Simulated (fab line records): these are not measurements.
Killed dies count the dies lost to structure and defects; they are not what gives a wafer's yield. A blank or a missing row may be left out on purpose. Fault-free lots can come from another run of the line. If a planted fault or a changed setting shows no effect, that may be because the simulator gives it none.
Chamber matching	flow n5_finfet	N5_BEOL_M0_CMP_120 on cmp-01 has 4 sister chambers
The step polishes, stops on SiOC, t overpolish 6.9 s. 14 wafers are shown with their chamber, then 7 later ones without.

## WAFERS WITH THEIR CHAMBER
wafer	chamber	motor_current_A (A)	clearing_platen_rpm (rpm)	barrier_field_endpoint_s (s)
L076.3	0	5.1	50.005	3.76
L076.4	3	6.9	49.960	3.92
L076.5	2	6.0	49.958	3.94
L080.1	2	5.7	49.956	3.83
L080.4	3	6.5	49.957	3.99
L080.5	2	5.8	49.996	3.66
L081.1	3	7.1	50.016	3.67
L081.3	2	6.3	50.015	3.72
L081.5	1	5.1	50.007	3.72
L083.2	1	5.2	50.018	3.71
L083.3	2	6.0	49.989	3.77
L083.5	2	6.0	50.006	3.72
L085.3	1	5.0	50.031	3.63
L085.4	2	6.0	49.943	3.76

SIGNATURES, as means of the wafers listed above
reading	chamber 0	chamber 1	chamber 2	chamber 3	scatter within a chamber
motor_current_A	5.100	5.100	5.971	6.833	0.205
clearing_platen_rpm	50.00500	50.01867	49.98043	49.97767	0.0268
barrier_field_endpoint_s	3.7600	3.6867	3.7714	3.8600	0.105
Rule: a wafer lies at a distance from a chamber equal to the root of the sum of squares, over the readings, of (its reading less the chamber's mean, divided by the reading's scatter). If the next closest chamber is less than 2 further off than the closest, the wafer can't be placed; otherwise it belongs to the closest. The scatter: the root of (the sum of the squares of (reading less its chamber's mean) over the shown wafers, divided by (wafers less chambers)).

## WAFERS WITH NO CHAMBER GIVEN
wafer	motor_current_A (A)	clearing_platen_rpm (rpm)	barrier_field_endpoint_s (s)
L085.6	6.9	49.998	3.70
L089.3	5.3	49.981	3.74
L089.4	4.9	50.004	3.58
L089.6	7.1	49.990	3.80
L094.1	5.2	50.062	3.98
L094.2	6.5	50.082	3.83
L094.6	6.2	50.026	3.86

## THE CHAMBER EACH PASSED THROUGH
wafer	from the rows above	in truth
L085.6	3	3
L089.3	can't be placed: 0 or 1 or 2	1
L089.4	can't be placed: 1 or 0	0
L089.6	3	3
L094.1	can't be placed: 0 or 1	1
L094.2	can't be placed: 3 or 2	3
L094.6	can't be placed: 2 or 3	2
Placed correctly: 2 of 7. Can't be placed from these rows: 5 (the true chamber is among the candidates in 5). Wrongly placed: 0.
